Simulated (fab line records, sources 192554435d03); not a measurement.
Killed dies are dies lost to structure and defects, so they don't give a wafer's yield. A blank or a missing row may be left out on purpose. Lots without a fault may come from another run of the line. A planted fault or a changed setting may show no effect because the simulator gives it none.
Split-lot experiment | flow n5_finfet | 7 lots, 39 wafers read, on a route of 1938 steps

THE SPLIT
At N5_HKMG_FIN_ETCH_58 (etches SOC in N2/H2, target depth 215.8 nm, time 741 s), the setting target_depth_a was moved away from the recipe's 2158 angstrom on 15 of the 39 wafers read, by -9.0% to +11.8%. The other wafers ran this setting at the recipe's value.

The reading is taken at the split's own step.

THE READING
HKMG_FIN.feature_depth_nm (the simulator's own value, which no gauge read), in nm, at N5_HKMG_FIN_ETCH_58 (etches SOC in N2/H2, target depth 215.8 nm, time 741 s). The file gives no usual value for it. The 24 wafers here that ran the recipe average 213.9 nm, standard deviation 3.9 nm.

wafer  | tool, chamber at the split | target_depth_a as run, angstrom | against the recipe | HKMG_FIN.feature_depth_nm, nm | against lot-mates on the recipe
L076.1 | rie_diel-06, 2             | 2304                            | +6.8%              | 227.2                         | +13.3
L076.2 | rie_diel-06, 0             | 2158                            | recipe             | 212.6                         | -
L076.3 | rie_diel-06, 1             | 2158                            | recipe             | 216.6                         | -
L076.4 | rie_diel-06, 3             | 2304                            | +6.8%              | 235.6                         | +21.7
L076.5 | rie_diel-06, 2             | 2158                            | recipe             | 212.6                         | -
L076.6 | rie_diel-06, 3             | 2304                            | +6.8%              | 237                           | +23.1
L081.1 | rie_diel-05, 2             | 2230                            | +3.3%              | 216                           | +4.2
L081.2 | rie_diel-05, 3             | 2158                            | recipe             | 212.2                         | -
L081.3 | rie_diel-05, 1             | 2158                            | recipe             | 216.4                         | -
L081.4 | rie_diel-05, 1             | 2230                            | +3.3%              | 225.4                         | +13.6
L081.5 | rie_diel-05, 3             | 2230                            | +3.3%              | 218.2                         | +6.4
L081.6 | rie_diel-05, 2             | 2158                            | recipe             | 206.8                         | -
L082.1 | rie_diel-06, 0             | 2412                            | +11.8%             | 239                           | +23.1
L082.2 | rie_diel-06, 2             | 2158                            | recipe             | 213.4                         | -
L082.3 | rie_diel-06, 3             | 2158                            | recipe             | 220                           | -
L082.4 | rie_diel-06, 1             | 2158                            | recipe             | 214.4                         | -
L082.5 | rie_diel-06, 0             | 2412                            | +11.8%             | 240.4                         | +24.5
L082.6 | rie_diel-06, 1             | 2412                            | +11.8%             | 242.4                         | +26.5
L090.3 | rie_diel-02, 3             | 2158                            | recipe             | 212.4                         | -
L090.4 | rie_diel-02, 1             | 2158                            | recipe             | 219                           | -
L090.6 | rie_diel-02, 3             | 2158                            | recipe             | 212.2                         | -
L091.1 | rie_diel-02, 1             | 2158                            | recipe             | 218.2                         | -
L091.2 | rie_diel-02, 3             | 2158                            | recipe             | 210                           | -
L091.3 | rie_diel-02, 2             | 2158                            | recipe             | 212.8                         | -
L091.4 | rie_diel-02, 0             | 2158                            | recipe             | 217.4                         | -
L091.5 | rie_diel-02, 3             | 2158                            | recipe             | 209.8                         | -
L091.6 | rie_diel-02, 2             | 2158                            | recipe             | 213                           | -
L096.1 | rie_diel-02, 0             | 1963                            | -9.0%              | 196.4                         | -12.9
L096.2 | rie_diel-02, 2             | 2158                            | recipe             | 209.4                         | -
L096.3 | rie_diel-02, 1             | 1963                            | -9.0%              | 194.8                         | -14.5
L096.4 | rie_diel-02, 3             | 2158                            | recipe             | 207.4                         | -
L096.5 | rie_diel-02, 3             | 1963                            | -9.0%              | 187.6                         | -21.7
L096.6 | rie_diel-02, 2             | 2158                            | recipe             | 211.2                         | -
L097.1 | rie_diel-05, 1             | 2357                            | +9.2%              | 235.6                         | +17.2
L097.2 | rie_diel-05, 0             | 2158                            | recipe             | 221.4                         | -
L097.3 | rie_diel-05, 2             | 2357                            | +9.2%              | 234.6                         | +16.2
L097.4 | rie_diel-05, 3             | 2357                            | +9.2%              | 230                           | +11.6
L097.5 | rie_diel-05, 0             | 2158                            | recipe             | 219                           | -
L097.6 | rie_diel-05, 1             | 2158                            | recipe             | 214.8                         | -

THE FIT
A straight line over all 39 wafers: HKMG_FIN.feature_depth_nm changes by +2.31 nm for each +1% of target_depth_a; r = +0.95; the points scatter about the line by 4 nm.
The same after taking each lot's own level away (the mean of its wafers on the recipe; 39 wafers): +2 nm for each +1%; r = +0.94; scatter 3.8 nm.
On that fit, the largest move of target_depth_a shifts the reading by 24 nm.
The lots' own levels span 209.33 to 218.40 nm, that is 2.4 times the standard deviation above.
So the lot-to-lot level changes the slope: the two fits differ.
Check: with one of the wafers moved furthest among these (+11.8%) left out of the fit, the line predicts +24.2 nm for it against its lot-mates. It came out at +23.1 nm against them.

OTHER SPLITS ON THESE WAFERS
These wafers also went through other splits before the reading. Each is held against what the fit with the lots' levels taken away leaves over:
other split on the same wafers     | wafers away from the commonest value | r with HKMG_FIN.feature_depth_nm (lot level and that fit taken away)
N5_FIN_SAQP_HM_DEP_72 target_thk_a | 12                                   | -0.04
N5_FIN_SAQP_MANDREL_ETCH_22 icp_w  | 12                                   | -0.38
N5_DUMMY_GATE_HM_DEP_06 time_s     | 30                                   | -0.06
N5_HKMG_FIN_ETCH_54 bias_w         | 15                                   | -0.17
N5_HKMG_FIN_ETCH_55 bias_w         | 12                                   | +0.02

THE WHOLE CHAIN: every reading that the file lists as answering this split, in the file's order
step                | what it does                                           | reading                                                                         | change (the file's fit)              | r (the file's)
N5_HKMG_FIN_ETCH_58 | etches SOC in N2/H2, target depth 215.8 nm, time 741 s | SOC_of_HKMG_FIN_COAT_41.thk_nm (the simulator's own value, which no gauge read) | -2.03 nm for each +1% of the setting | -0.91
N5_HKMG_FIN_ETCH_58 | etches SOC in N2/H2, target depth 215.8 nm, time 741 s | etch.depth_nm (the simulator's own value, which no gauge read)                  | +2.03 nm for each +1% of the setting | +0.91
N5_HKMG_FIN_ETCH_58 | etches SOC in N2/H2, target depth 215.8 nm, time 741 s | HKMG_FIN.feature_depth_nm (the simulator's own value, which no gauge read)      | +2.03 nm for each +1% of the setting | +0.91

THE FILE'S OWN FIT
HKMG_FIN.feature_depth_nm changes by +2.03 nm for each +1% of target_depth_a, r = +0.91.
